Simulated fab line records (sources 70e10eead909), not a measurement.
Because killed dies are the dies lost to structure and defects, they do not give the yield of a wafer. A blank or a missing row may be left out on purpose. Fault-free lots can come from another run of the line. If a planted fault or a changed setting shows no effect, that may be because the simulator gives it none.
fab line records	flow nand_harc
record lots=6	wafers=18	last_day=33
route steps=1302 shown A_CONTACT@1034 END@1302
lots with no fault: from the same line, run without faults
start_h: start of the lot's first displayed wafer, in hours after the record's first day	wait_h: hours from the lot's prior step to this one	" same as the row above	L1.1+2: several wafers, shown together as one row	- no value present, or no start provided	* or withheld: withheld	< > ~ a bound
route shown NAME@n: names a module that has steps shown in the file, with the first one's number in the route	usual: average and standard deviation across the fault-free wafers	same: alike in all rows	chamber/n: place in a boat	sites: each site's reading	_std_site: standard deviation of those values	_edge_site: the outer-site mean with the inner-site mean subtracted	radius_mm: for every site, how far away it sits from the centre of the wafer	mask NAME#n: copy n	behind: the tool/chamber that last shaped the wafer	hold: reason for holding the lot/hours on hold/outcome of the hold	device: transistor that didn't switch, given as n, p or np	end of line: tests run on the same wafers once the route is complete	a step given without rows: its recipe and nothing more	killed: the dies lost at the first sort to structure and to defects; this is not the yield of the wafer	map: shows each die of a wafer: x if killed, . if not, _ if none is there
set.NAME: setting as actually run; set.NAME@STEP: the setting as run at that earlier step	model.NAME: the simulator's own value behind a step, which no gauge read
lots at selected steps of the route; one table per step, one row per wafer
services: the hour from which a tool's chamber was out of use, counted from the record's first day as start_h (under 0 if before that day), plus the number of hours and why
## steps
# step NHARC_A_CONTACT_SOFTBAKE_64
# recipe temp_c=105	time_s=55
# step NHARC_A_CONTACT_EBR_65
# step NHARC_A_CONTACT_EXPOSE_66
# recipe na=1.35	sigma_outer=0.8	dose_mj=59.02	mask_id=A_CC_2
# step NHARC_A_CONTACT_PEB_67
# recipe peb_temp_c=100	peb_time_s=65
# step NHARC_A_CONTACT_DEVELOP_68
# recipe develop_time_s=35	dev_temp_c=23
# step NHARC_A_CONTACT_CD_MEAS_69
# recipe target_cd_nm=300	landing_energy_ev=500
# usual cd_nm=300.0/0.61
lot.wafer	tool	chamber	start_h	wait_h	cd_nm
L645.4	cd_sem-03	0	536.27	-	299.8
L645.5	"	0	"	"	300.0
L645.6	"	0	"	"	299.4
L647.2	cd_sem-03	0	554.80	-	300.2
L647.3	"	0	"	"	299.2
L647.5	"	0	"	"	299.0
L654.1	cd_sem-03	0	650.95	-	299.4
L654.2	"	0	"	"	299.7
L654.4	"	0	"	"	299.6
L660.1	cd_sem-01	0	694.99	-	300.5
L660.2	"	0	"	"	300.5
L660.6	"	0	"	"	300.0
L662.4	cd_sem-02	0	708.46	-	300.2
L662.5	"	0	"	"	299.6
L662.6	"	0	"	"	299.2
L663.1	cd_sem-03	0	720.45	-	301.0
L663.2	"	0	"	"	300.6
L663.5	"	0	"	"	300.9
# step NHARC_A_CONTACT_OVL_MEAS_70
# usual overlay_x_nm=0.2/0.85	overlay_y_nm=-0.2/0.84
lot.wafer	tool	chamber	start_h	wait_h	overlay_x_nm	overlay_y_nm
L645.4	overlay-02	-	536.35	-	-0.5	0.4
L645.5	"	-	"	"	0.0	0.3
L645.6	"	-	"	"	-0.1	-0.2
L647.2	overlay-02	-	554.88	-	0.5	-1.1
L647.3	"	-	"	"	1.4	-0.9
L647.5	"	-	"	"	1.3	-0.7
L654.1	overlay-01	-	651.04	-	-0.6	-0.6
L654.2	"	-	"	"	-0.4	-0.2
L654.4	"	-	"	"	-0.6	-0.1
L660.1	overlay-01	-	695.08	-	1.2	-0.1
L660.2	"	-	"	"	-0.6	0.4
L660.6	"	-	"	"	0.3	-0.2
L662.4	overlay-01	-	708.54	-	0.7	-0.5
L662.5	"	-	"	"	-0.1	-0.5
L662.6	"	-	"	"	0.4	-0.3
L663.1	overlay-02	-	720.54	-	0.4	-1.0
L663.2	"	-	"	"	1.1	-0.8
L663.5	"	-	"	"	1.1	-1.0
# step NHARC_A_CONTACT_INSPECT_71
# usual raw_defect_count=80/38
lot.wafer	tool	chamber	start_h	wait_h	raw_defect_count
L645.4	defect_inspect-02	-	536.39	0.0	84
L645.5	"	-	"	"	114
L645.6	"	-	"	"	111
L647.2	defect_inspect-01	-	554.92	0.0	135
L647.3	"	-	"	"	125
L647.5	"	-	"	"	80
L654.1	defect_inspect-01	-	651.08	0.0	58
L654.2	"	-	"	"	59
L654.4	"	-	"	"	60
L660.1	defect_inspect-01	-	695.12	0.0	108
L660.2	"	-	"	"	100
L660.6	"	-	"	"	109
L662.4	defect_inspect-02	-	708.58	0.0	71
L662.5	"	-	"	"	62
L662.6	"	-	"	"	56
L663.1	defect_inspect-02	-	720.57	0.0	69
L663.2	"	-	"	"	43
L663.5	"	-	"	"	74
# step NHARC_A_CONTACT_DESCUM_74
# recipe time_s=3	o2_flow_sccm=200	ar_flow_sccm=0	bias_power_w=0	chemistry=O2
# usual drypump_motor_current_A=5.7/0.58	mfc_ar_sccm=0.010/0.012	oes_product_au=1.004/0.012	rf_vpp_V=57.8/0.91	showerhead_plenum_p_Torr=1.94/0.085	throttle_valve_pct=11.312/0.0095
# same bias_power_w=0
lot.wafer	tool	chamber	start_h	wait_h	drypump_motor_current_A	mfc_ar_sccm	oes_product_au	rf_hours_counter_h	rf_vpp_V	showerhead_plenum_p_Torr	throttle_valve_pct
L645.4	rie_diel-02	2	536.47	0.1	5.2	0	1.009	25	56.3	1.76	11.323
L645.6	"	3	"	"	6.4	0.024	0.994	-	57.9	1.88	11.300
L645.5	"	0	"	"	4.9	0.018	1.030	-	58.2	1.93	11.323
L647.2	rie_diel-02	0	554.99	0.1	4.9	0.018	1.025	25	57.7	1.92	11.297
L647.3	"	2	"	"	5.2	0	1.013	27	54.8	1.76	11.307
L647.5	"	0	"	"	4.9	0.018	1.029	-	58.2	1.93	11.294
L654.4	rie_diel-02	0	651.14	0.1	4.9	0.018	1.013	13	56.7	1.92	11.299
L654.2	"	1	"	"	5.8	0	1.014	15	57.7	1.89	11.308
L654.1	"	2	"	"	5.2	0	0.987	15	58.8	2.07	11.299
L660.1	rie_diel-02	0	695.20	0.1	4.9	0.018	1.024	23	57.6	1.92	11.328
L660.2	"	1	"	"	5.7	0	1.014	25	58.7	1.89	11.294
L660.6	"	3	"	"	6.5	0.024	1.004	-	58.1	1.87	11.321
L662.4	rie_diel-13	2	708.66	0.1	5.4	0	0.979	1	57.2	1.80	11.315
L662.6	"	0	"	"	5.9	0.018	1.005	-	59.7	2.00	11.321
L662.5	"	1	"	"	6.5	0.033	1.002	-	57.5	2.04	11.318
L663.1	rie_diel-13	3	720.63	0.1	5.8	0	1.014	4	57.8	2.03	11.311
L663.2	"	2	"	"	5.4	0	0.986	4	57.3	1.80	11.297
L663.5	"	0	"	"	5.9	0.018	1.003	-	57.4	2.00	11.301
# step NHARC_A_CONTACT_ETCH_75
# recipe target_depth_a=390	over_etch_frac=0.3	time_s=65	ion_energy_ev=80	cf4_flow_sccm=150	ar_flow_sccm=0	rf_w=300	bias_w=100	chemistry=CF4
# usual drypump_motor_current_A=5.6/0.55	mfc_ar_sccm=0.009/0.011	oes_product_au=1.004/0.013	rf_vpp_V=151.6/1.2	showerhead_plenum_p_Torr=1.79/0.073	throttle_valve_pct=13.285/0.0082
lot.wafer	tool	chamber	start_h	wait_h	drypump_motor_current_A	mfc_ar_sccm	oes_product_au	rf_hours_counter_h	rf_vpp_V	showerhead_plenum_p_Torr	throttle_valve_pct
L645.4	rie_diel-02	3	536.55	0.1	6.4	0.024	1.000	23	151.7	1.74	13.292
L645.5	"	0	"	"	4.9	0.018	1.018	-	151.5	1.78	13.294
L645.6	"	1	"	"	5.8	0	1.021	-	149.9	1.76	13.284
L647.2	rie_diel-02	0	555.07	0.1	4.9	0.018	1.023	25	152.2	1.78	13.277
L647.3	"	2	"	"	5.2	0	1.014	27	149.4	1.64	13.289
L647.5	"	0	"	"	4.9	0.018	1.022	-	151.4	1.78	13.286
L654.2	rie_diel-02	2	651.22	0.1	5.2	0	0.991	15	153.7	1.90	13.293
L654.1	"	0	"	"	4.9	0.018	1.012	13	151.2	1.77	13.287
L654.4	"	1	"	"	5.8	0	1.021	15	151.4	1.75	13.285
L660.2	rie_diel-02	0	695.27	0.1	4.9	0.018	1.018	23	151.1	1.77	13.284
L660.1	"	1	"	"	5.7	0	1.002	25	152.6	1.75	13.295
L660.6	"	0	"	"	4.9	0.018	1.022	-	152.9	1.77	13.268
L662.4	rie_diel-13	3	708.73	0.1	5.9	0	0.997	1	151.3	1.87	13.281
L662.5	"	2	"	"	5.4	0	0.986	-	149.6	1.68	13.282
L662.6	"	3	"	"	5.9	0	0.994	-	151.2	1.87	13.298
L663.2	rie_diel-13	2	720.72	0.1	5.4	0	0.972	4	149.5	1.67	13.294
L663.1	"	3	"	"	5.9	0	1.004	4	151.3	1.87	13.274
L663.5	"	3	"	"	5.8	0	1.001	-	152.3	1.87	13.285
# step NHARC_A_CONTACT_ETCH_76
# recipe target_depth_a=2600	over_etch_frac=0.3	time_s=475.3	ion_energy_ev=200	n2_flow_sccm=150	h2_flow_sccm=150	ar_flow_sccm=0	rf_w=400	bias_w=150	chemistry=N2/H2
# usual drypump_motor_current_A=5.7/0.58	mfc_ar_sccm=0.010/0.012	oes_product_au=1.004/0.013	rf_vpp_V=431.1/2.7	showerhead_plenum_p_Torr=2.06/0.096	throttle_valve_pct=14.171/0.0097
lot.wafer	tool	chamber	start_h	wait_h	drypump_motor_current_A	mfc_ar_sccm	oes_product_au	rf_hours_counter_h	rf_vpp_V	showerhead_plenum_p_Torr	throttle_valve_pct
L645.4	rie_diel-02	2	-	-	5.2	0	1.012	25	424.3	1.87	14.165
L645.6	"	2	"	"	5.2	0	1.012	-	426.2	1.87	14.172
L645.5	"	3	"	"	6.5	0.024	0.999	-	429.5	2.00	14.172
L647.3	rie_diel-02	1	-	-	5.8	0	1.013	23	431.2	2.02	14.168
L647.2	"	0	"	"	4.9	0.018	1.023	25	432.6	2.05	14.176
L647.5	"	1	"	"	5.8	0	1.010	-	430.3	2.02	14.172
L654.4	rie_diel-02	2	-	-	5.2	0	0.997	15	435.4	2.21	14.169
L654.2	"	3	"	"	6.5	0.024	1.008	11	428.9	2.00	14.180
L654.1	"	1	"	"	5.8	0	1.003	15	429.7	2.02	14.179
L660.1	rie_diel-02	0	-	-	4.9	0.018	1.020	23	430.4	2.04	14.168
L660.2	"	1	"	"	5.7	0	1.000	25	430.0	2.01	14.164
L660.6	"	3	"	"	6.5	0.024	1.003	-	429.1	1.99	14.152
L662.4	rie_diel-13	0	-	-	5.9	0.018	1.000	1	433.0	2.14	14.158
L662.6	"	3	"	"	5.9	0	1.011	-	433.5	2.17	14.160
L662.5	"	0	"	"	5.9	0.018	1.003	-	431.9	2.14	14.172
L663.1	rie_diel-13	1	-	-	6.5	0.033	0.989	4	433.9	2.18	14.166
L663.2	"	2	"	"	5.4	0	0.970	4	427.4	1.92	14.191
L663.5	"	1	"	"	6.5	0.033	0.988	-	434.4	2.18	14.165
# step NHARC_A_CONTACT_ETCH_77
# recipe target_depth_a=1089	time_s=54.5	cf4_flow_sccm=100	chf3_flow_sccm=30	ar_flow_sccm=0	rf_w=500	bias_w=200	chemistry=CF4/CHF3
# usual chf3_flow_sccm=30.00/0.085	drypump_motor_current_A=5.7/0.57	mfc_ar_sccm=0.009/0.011	oes_product_au=0.945/0.022	rf_vpp_V=371.0/2.4	showerhead_plenum_p_Torr=1.59/0.069	throttle_valve_pct=16.802/0.0082
lot.wafer	tool	chamber	start_h	wait_h	chf3_flow_sccm	drypump_motor_current_A	mfc_ar_sccm	oes_product_au	rf_hours_counter_h	rf_vpp_V	showerhead_plenum_p_Torr	throttle_valve_pct
L645.4	rie_diel-02	0	-	-	29.90	4.9	0.018	0.944	21	370.7	1.58	16.799
L645.5	"	2	"	"	30.01	5.2	0	0.927	-	366.3	1.46	16.801
L645.6	"	3	"	"	30.05	6.5	0.024	0.931	-	370.7	1.55	16.801
L647.2	rie_diel-02	2	-	-	30.13	5.2	0	0.973	28	367.3	1.45	16.794
L647.3	"	3	"	"	30.13	6.5	0.024	0.931	27	369.2	1.55	16.796
L647.5	"	2	"	"	30.06	5.2	0	0.954	-	366.2	1.46	16.803
L654.1	rie_diel-02	0	-	-	30.00	4.9	0.018	0.936	13	369.5	1.58	16.799
L654.2	"	1	"	"	29.92	5.8	0	0.934	15	369.5	1.56	16.811
L654.4	"	3	"	"	30.03	6.5	0.024	0.931	11	369.7	1.54	16.799
L660.2	rie_diel-02	2	-	-	30.08	5.2	0	0.970	25	374.5	1.69	16.813
L660.1	"	3	"	"	30.02	6.4	0.024	0.984	20	369.7	1.54	16.802
L660.6	"	3	"	"	29.90	6.5	0.024	0.973	-	368.6	1.54	16.812
L662.4	rie_diel-13	1	-	-	29.94	6.5	0.033	0.958	1	373.9	1.67	16.804
L662.6	"	0	"	"	29.98	5.9	0.018	0.968	-	373.2	1.64	16.798
L662.5	"	1	"	"	29.92	6.5	0.033	0.958	-	375.6	1.67	16.809
L663.1	rie_diel-13	2	-	-	30.03	5.4	0	0.953	4	369.2	1.49	16.785
L663.2	"	0	"	"	29.89	5.9	0.018	0.975	5	373.2	1.64	16.797
L663.5	"	2	"	"	30.11	5.4	0	0.948	-	368.2	1.49	16.802
# step NHARC_A_CONTACT_ETCH_78
# recipe target_depth_a=53000	over_etch_frac=0.3	time_s=1378	ion_energy_ev=150	o2_flow_sccm=400	cos_flow_sccm=20	ar_flow_sccm=0	rf_w=500	bias_w=300	chemistry=O2/COS
# usual drypump_motor_current_A=5.7/0.57	mfc_ar_sccm=0.009/0.011	oes_product_au=1.004/0.012	rf_vpp_V=314.6/1.9	showerhead_plenum_p_Torr=3.16/0.13	throttle_valve_pct=28.330/0.0089
lot.wafer	tool	chamber	start_h	wait_h	drypump_motor_current_A	mfc_ar_sccm	oes_product_au	rf_hours_counter_h	rf_vpp_V	showerhead_plenum_p_Torr	throttle_valve_pct
L645.4	rie_diel-02	0	537.16	-	4.9	0.018	0.855	22	313.8	3.14	28.309
L645.5	"	3	"	"	6.5	0.024	1.000	-	313.5	3.07	28.328
L645.6	"	0	"	"	4.9	0.018	0.849	-	313.9	3.14	28.320
L647.3	rie_diel-02	0	555.59	-	4.9	0.018	0.853	26	314.2	3.14	28.338
L647.2	"	2	"	"	5.2	0	1.022	28	310.7	2.89	28.336
L647.5	"	1	"	"	5.8	0	1.009	-	314.1	3.10	28.335
L654.4	rie_diel-02	2	651.87	-	5.2	0	0.995	16	317.9	3.36	28.329
L654.2	"	0	"	"	4.9	0.018	1.022	14	315.1	3.13	28.323
L654.1	"	1	"	"	5.8	0	1.004	16	314.2	3.09	28.334
L660.1	rie_diel-02	0	695.79	-	4.9	0.018	1.025	23	314.3	3.13	28.338
L660.2	"	1	"	"	5.8	0	1.008	26	314.4	3.08	28.334
L660.6	"	1	"	"	5.8	0	1.007	-	313.9	3.08	28.340
L662.4	rie_diel-13	3	709.54	-	5.9	0	1.010	2	315.7	3.31	28.334
L662.6	"	0	"	"	5.9	0.018	1.006	-	316.3	3.26	28.337
L662.5	"	1	"	"	6.5	0.033	0.996	-	316.6	3.32	28.333
L663.1	rie_diel-13	0	721.24	-	5.9	0.018	1.005	5	314.9	3.26	28.317
L663.2	"	2	"	"	5.4	0	0.988	5	312.2	2.95	28.339
L663.5	"	1	"	"	6.5	0.033	0.994	-	316.8	3.32	28.317
# step NHARC_A_CONTACT_ETCH_124
# recipe source_w=withheld	pressure_mtorr=20	bias_v=withheld	time_s=140	target_depth_a=7000	ar_flow_sccm=withheld	c4f8_flow_sccm=withheld	o2_flow_sccm=withheld	chemistry=C4F8/O2/Ar
lot.wafer	tool	chamber	start_h	wait_h	rf_hours_counter_h
L645.4	har_cap_etch-01	1	538.07	-	-
L645.5	"	1	"	"	-
L645.6	"	0	"	"	-
L647.2	har_cap_etch-02	1	556.56	-	93
L647.3	"	1	"	"	-
L647.5	"	0	"	"	-
L654.1	har_cap_etch-02	0	652.82	-	110
L654.2	"	1	"	"	110
L654.4	"	0	"	"	-
L660.2	har_cap_etch-01	1	696.72	-	32
L660.1	"	0	"	"	32
L660.6	"	0	"	"	-
L662.4	har_cap_etch-02	0	710.29	-	-
L662.6	"	1	"	"	-
L662.5	"	0	"	"	-
L663.2	har_cap_etch-01	1	722.18	-	37
L663.1	"	0	"	"	37
L663.5	"	0	"	"	-
# step NHARC_END_SORT_01
# recipe temp_c=25
# usual killed_at_array=56/20	killed_at_other=0.9/1.1	killed_at_periphery=3.7/3	killed_dies=61/21	killed_open=2.9/1.6	killed_short=2.6/1.4
# same gross_dies=677
lot.wafer	tool	chamber	start_h	wait_h	killed_at_array	killed_at_other	killed_at_periphery	killed_dies	killed_open	killed_short
L645.4	prober-01	0	598.68	3.4	675	0	2	677	6	2
L645.6	prober-01	0	600.31	4.1	674	0	3	677	3	4
L647.3	prober-02	0	616.56	3.1	669	0	2	671	0	1
# killed by level:class
L645.4 A_CONTACT:area_etch=620 A_SLIT:chamber_film_flake=26 A_CHANNEL_HOLE_D2:chamber_film_flake=16 A_CONTACT:chamber_film_flake=3 A_DECK1_JOINT:geometric_particle:open=2 A_WL_FILL:chamber_film_flake=2 P_STI:geometric_particle:open=1 A_CHANNEL_FILL_D1:geometric_particle:open=1
L645.6 A_CONTACT:area_etch=609 A_SLIT:chamber_film_flake=28 A_CHANNEL_HOLE_D2:chamber_film_flake=26 A_CONTACT:chamber_film_flake=5 P_STI:geometric_particle:short=1 P_CONTACT:geometric_particle:open=1 A_CHANNEL_FILL_D1:geometric_particle:short=1 A_CHANNEL_FILL_D1:geometric_particle:open=1
L647.3 A_CONTACT:area_etch=576 A_CHANNEL_HOLE_D2:chamber_film_flake=39 A_SLIT:chamber_film_flake=37 A_CONTACT:chamber_film_flake=9 A_WL_FILL:chamber_film_flake=4 A_DECK1_JOINT:geometric_particle:short=1 P_ZERO_WELL:chamber_film_flake=1 P_GATE:chamber_film_flake=1
# map L645.4 (x killed, . not)
____________x____________
_________xxxxxxx_________
_______xxxxxxxxxxx_______
______xxxxxxxxxxxxx______
_____xxxxxxxxxxxxxxx_____
____xxxxxxxxxxxxxxxxx____
____xxxxxxxxxxxxxxxxx____
___xxxxxxxxxxxxxxxxxxx___
___xxxxxxxxxxxxxxxxxxx___
__xxxxxxxxxxxxxxxxxxxxx__
__xxxxxxxxxxxxxxxxxxxxx__
_xxxxxxxxxxxxxxxxxxxxxxx_
_xxxxxxxxxxxxxxxxxxxxxxx_
_xxxxxxxxxxxxxxxxxxxxxxx_
_xxxxxxxxxxxxxxxxxxxxxxx_
_xxxxxxxxxxxxxxxxxxxxxxx_
xxxxxxxxxxxxxxxxxxxxxxxxx
xxxxxxxxxxxxxxxxxxxxxxxxx
xxxxxxxxxxxxxxxxxxxxxxxxx
xxxxxxxxxxxxxxxxxxxxxxxxx
xxxxxxxxxxxxxxxxxxxxxxxxx
_xxxxxxxxxxxxxxxxxxxxxxx_
_xxxxxxxxxxxxxxxxxxxxxxx_
_xxxxxxxxxxxxxxxxxxxxxxx_
_xxxxxxxxxxxxxxxxxxxxxxx_
_xxxxxxxxxxxxxxxxxxxxxxx_
__xxxxxxxxxxxxxxxxxxxxx__
__xxxxxxxxxxxxxxxxxxxxx__
___xxxxxxxxxxxxxxxxxxx___
___xxxxxxxxxxxxxxxxxxx___
____xxxxxxxxxxxxxxxxx____
____xxxxxxxxxxxxxxxxx____
_____xxxxxxxxxxxxxxx_____
______xxxxxxxxxxxxx______
_______xxxxxxxxxxx_______
_________xxxxxxx_________
____________x____________
# map L647.3 (x killed, . not)
____________x____________
_________xxxxxxx_________
_______xxxxxxxxxxx_______
______xxxxxxxxxxxxx______
_____xxxxxxxxxxxxxxx_____
____xxxxxxxxxxxxxxxxx____
____xxxxxxxxxxxxxxxxx____
___xxxxxxxxxxxxxxxxxxx___
___xxxxxxxxxxxxxxxxxxx___
__xxxxxxxxxxxxxxxxxxxxx__
__xxxxxxxxxxxxxxxxxxxxx__
_xxxxxxxxxxxxxxxxxxxxxxx_
_xxxxxxxxxxxxxxxxxxxxxxx_
_xxxxxxxxxxxxxxxxxxxxxxx_
_xxxxxx.xxxxx.xxxxxxxxxx_
_xxxxxxxxxxxxxxxxxxxxxxx_
xxxxxxxxxxxxxxxxxxxxxxxxx
xxxxxxxx.xxxx..xxxxxxxxxx
xxxxxxxxxxxxxxxxxxxxxxxxx
xxxxxxxxxxxxxxxxxxxxxxxxx
xxxxxxxxxxxxxxxxxxxxxxxxx
_xxxxx.xxxxxxxxxxxxxxxxx_
_xxxxxxxxxxxxxxxxxxxxxxx_
_xxxxxxxxxxxxxxxxxxxxxxx_
_xxxxxxxxxxxxxxxxxxxxxxx_
_xxxxxxxxxxxxxxxxxxxxxxx_
__xxxxxxxxxxxxxxxxxxxxx__
__xxxxxxxxxxxxxxxxxxxxx__
___xxxxxxxxxxxxxxxxxxx___
___xxxxxxxxxxxxxxxxxxx___
____xxxxxxxxxxxxxxxxx____
____xxxxxxxxxxxxxxxxx____
_____xxxxxxxxxxxxxxx_____
______xxxxxxxxxxxxx______
_______xxxxxxxxxxx_______
_________xxxxxxx_________
____________x____________
## services
tool	chamber	start_h	hours	kind
rie_diel-13	-	519.07	9.0	pm
rie_diel-02	3	524.81	10.6	repair
rie_diel-02	0	525.36	-	clean
rie_diel-02	1	525.36	-	clean
rie_diel-02	2	525.36	-	clean
har_cap_etch-01	-	541.82	0.2	repair
rie_diel-13	3	543.83	9.8	repair
rie_diel-02	2	547.21	2.3	repair
rie_diel-02	0	549.86	-	clean
rie_diel-02	1	549.86	-	clean
rie_diel-02	2	549.86	-	clean
rie_diel-02	3	549.86	-	clean
rie_diel-02	-	570.71	9.0	pm
rie_diel-02	0	570.71	9.0	vent_cycle
rie_diel-02	1	570.71	9.0	vent_cycle
rie_diel-02	2	570.71	9.0	vent_cycle
rie_diel-02	3	570.71	9.0	vent_cycle
rie_diel-02	0	579.71	-	clean
rie_diel-02	1	579.71	-	clean
rie_diel-02	-	599.33	2.7	repair
rie_diel-13	2	615.96	3.5	repair
rie_diel-02	3	624.85	8.1	repair
rie_diel-13	-	696.07	9.0	pm
rie_diel-02	3	699.41	8.9	repair
## key
first_sign step=NHARC_A_CONTACT_ETCH_78	reading=oes_product_au	direction=down	sigmas=12	usual=1.004	struck=0.852
effect step=NHARC_END_SORT_01	reading=killed_at_array	direction=up	sigmas=30	usual=56	struck=673
more_kills_born_at NHARC_A_CONTACT_ETCH_78@rie_diel-02=1805
met_at NHARC_A_CONTACT_ETCH_78
struck_wafers L645.4,L645.6,L647.3
later_rows_left_out L645.4,L645.6,L647.3
tester_left_out L645,L647
fault kind=process_parameter_drift	tool=rie_diel-02	chamber=0	onset_h=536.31	steps=NHARC_A_CONTACT_ETCH_78	channel=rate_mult	offset=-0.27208	shape=step	end_h=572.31
# tester_left_out: of these lots the tester's yield and bins aren't shown, on N5 and GAA mostly nor the transistor test; their killed dies are dies lost to structure and defects alone, not to doping, threshold or leakage, so they don't give the yield
# later_rows_left_out: the simulator's readings of these wafers behind a module that went badly wrong aren't trusted and aren't shown, but for the sort
